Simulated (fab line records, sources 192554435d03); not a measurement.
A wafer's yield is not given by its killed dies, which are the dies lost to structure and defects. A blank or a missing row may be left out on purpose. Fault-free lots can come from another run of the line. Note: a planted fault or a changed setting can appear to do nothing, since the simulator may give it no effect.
Split-lot experiment :: flow n5Finfet :: 7 lots, 21 wafers read, on a route of 1938 steps

== THE SPLIT ==
At N5_HKMG_FIN_ETCH_32 (etches SOC in N2/H2, target depth 240 nm, time 300 s), the setting sourceW was moved away from the recipe's 840 W on 3 of the 21 wafers read, by -16.9% to +8.4%. For the rest of the wafers, this setting stayed at what the recipe calls for.

The split's own step is where the reading is taken.

== THE READING ==
rfVppV, in V, at N5_HKMG_FIN_ETCH_32 (etches SOC in N2/H2, target depth 240 nm, time 300 s). A value of 524.0 V with a standard deviation of 2.7 V is what fault-free wafers of this fab line usually give.

wafer: L074.2
tool, chamber at the split: rieDiel-01, 3
sourceW as run, W: 840
against the recipe: recipe
rfVppV, V: 523.6
against lot-mates on the recipe: -

wafer: L074.5
tool, chamber at the split: rieDiel-01, 0
sourceW as run, W: 840
against the recipe: recipe
rfVppV, V: 527.3
against lot-mates on the recipe: -

wafer: L074.6
tool, chamber at the split: rieDiel-01, 1
sourceW as run, W: 697.9
against the recipe: -16.9%
rfVppV, V: 553.8
against lot-mates on the recipe: +28.3

wafer: L077.1
tool, chamber at the split: rieDiel-03, 0
sourceW as run, W: 908.1
against the recipe: +8.1%
rfVppV, V: 508.4
against lot-mates on the recipe: -14.3

wafer: L077.4
tool, chamber at the split: rieDiel-03, 2
sourceW as run, W: 840
against the recipe: recipe
rfVppV, V: 519.9
against lot-mates on the recipe: -

wafer: L077.5
tool, chamber at the split: rieDiel-03, 1
sourceW as run, W: 840
against the recipe: recipe
rfVppV, V: 525.5
against lot-mates on the recipe: -

wafer: L080.2
tool, chamber at the split: rieDiel-01, 1
sourceW as run, W: 840
against the recipe: recipe
rfVppV, V: 521.3
against lot-mates on the recipe: -

wafer: L080.5
tool, chamber at the split: rieDiel-01, 0
sourceW as run, W: 840
against the recipe: recipe
rfVppV, V: 526.6
against lot-mates on the recipe: -

wafer: L080.6
tool, chamber at the split: rieDiel-01, 1
sourceW as run, W: 840
against the recipe: recipe
rfVppV, V: 520.6
against lot-mates on the recipe: -

wafer: L085.1
tool, chamber at the split: rieDiel-01, 1
sourceW as run, W: 840
against the recipe: recipe
rfVppV, V: 520.5
against lot-mates on the recipe: -

wafer: L085.4
tool, chamber at the split: rieDiel-01, 2
sourceW as run, W: 840
against the recipe: recipe
rfVppV, V: 523.5
against lot-mates on the recipe: -

wafer: L085.5
tool, chamber at the split: rieDiel-01, 3
sourceW as run, W: 840
against the recipe: recipe
rfVppV, V: 522.0
against lot-mates on the recipe: -

wafer: L087.2
tool, chamber at the split: rieDiel-01, 1
sourceW as run, W: 910.5
against the recipe: +8.4%
rfVppV, V: 505.8
against lot-mates on the recipe: -19.2

wafer: L087.3
tool, chamber at the split: rieDiel-01, 3
sourceW as run, W: 840
against the recipe: recipe
rfVppV, V: 523.3
against lot-mates on the recipe: -

wafer: L087.6
tool, chamber at the split: rieDiel-01, 0
sourceW as run, W: 840
against the recipe: recipe
rfVppV, V: 526.7
against lot-mates on the recipe: -

wafer: L091.1
tool, chamber at the split: rieDiel-03, 3
sourceW as run, W: 840
against the recipe: recipe
rfVppV, V: 528.3
against lot-mates on the recipe: -

wafer: L091.3
tool, chamber at the split: rieDiel-03, 1
sourceW as run, W: 840
against the recipe: recipe
rfVppV, V: 527.2
against lot-mates on the recipe: -

wafer: L091.6
tool, chamber at the split: rieDiel-03, 1
sourceW as run, W: 840
against the recipe: recipe
rfVppV, V: 526.3
against lot-mates on the recipe: -

wafer: L095.1
tool, chamber at the split: rieDiel-01, 0
sourceW as run, W: 840
against the recipe: recipe
rfVppV, V: 524.7
against lot-mates on the recipe: -

wafer: L095.4
tool, chamber at the split: rieDiel-01, 2
sourceW as run, W: 840
against the recipe: recipe
rfVppV, V: 524.2
against lot-mates on the recipe: -

wafer: L095.5
tool, chamber at the split: rieDiel-01, 2
sourceW as run, W: 840
against the recipe: recipe
rfVppV, V: 521.9
against lot-mates on the recipe: -

THE FIT
A straight line over all 21 wafers: rfVppV changes by -1.85 V for each +1% of sourceW; r = -0.96; the points scatter about the line by 2.6 V.
The same after taking each lot's own level away (the mean of its wafers on the recipe; 21 wafers): -1.79 V for each +1%; r = -0.97; scatter 2.1 V.
According to that fit, moving sourceW by its largest amount changes the reading by 30 V.
The lots' own levels span 522.00 to 527.27 V, that is 2.0 times the standard deviation above.
The two slopes are in agreement: the lot-to-lot level therefore moves the slope only a little.
Check: with one of the wafers moved furthest among these (-16.9%) left out of the fit, the line predicts +34.4 V for it against its lot-mates. Against them it came out at +28.3 V.
Tool readings at the split's step, against how far the setting was moved: rfVppV r = -0.96.

== THE OTHER SPLITS THESE WAFERS WENT THROUGH ==
These wafers also went through other splits before the reading. Each is held against what the fit with the lots' levels taken away leaves over:
other split on the same wafers: N5_SD_EPI_N_EXPOSE_06 doseMj
wafers away from the commonest value: 6
r with rfVppV (lot level and that fit taken away): +0.00

other split on the same wafers: N5_SD_EPI_N_ETCH_45 targetDepthA
wafers away from the commonest value: 9
r with rfVppV (lot level and that fit taken away): -0.10

other split on the same wafers: N5_SDB_HM_DEP_00 timeS
wafers away from the commonest value: 5
r with rfVppV (lot level and that fit taken away): +0.26

other split on the same wafers: N5_SDB_COAT_03 tempC
wafers away from the commonest value: 9
r with rfVppV (lot level and that fit taken away): -0.15

other split on the same wafers: N5_HKMG_FIN_COAT_06 spinRpm
wafers away from the commonest value: 4
r with rfVppV (lot level and that fit taken away): -0.07

other split on the same wafers: N5_HKMG_FIN_ETCH_31 biasW
wafers away from the commonest value: 7
r with rfVppV (lot level and that fit taken away): +0.08

== THE WHOLE CHAIN: every reading that the file lists as answering this split, in the file's order ==
step: N5_HKMG_FIN_ETCH_32
what it does: etches SOC in N2/H2, target depth 240 nm, time 300 s
reading: rfVppV
change (the file's fit): -1.79 V for each +1% of the setting
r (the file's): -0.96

step: N5_HKMG_FIN_ETCH_32
what it does: etches SOC in N2/H2, target depth 240 nm, time 300 s
reading: HKMG_FIN.featureDepthNm (the simulator's own value, which no gauge read)
change (the file's fit): +1.87 nm for each +1% of the setting
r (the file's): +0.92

step: N5_HKMG_FIN_ETCH_32
what it does: etches SOC in N2/H2, target depth 240 nm, time 300 s
reading: etch.depthNm (the simulator's own value, which no gauge read)
change (the file's fit): +1.87 nm for each +1% of the setting
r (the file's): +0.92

== FILE'S OWN FIT ==
rfVppV changes by -1.79 V for each +1% of sourceW, r = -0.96.
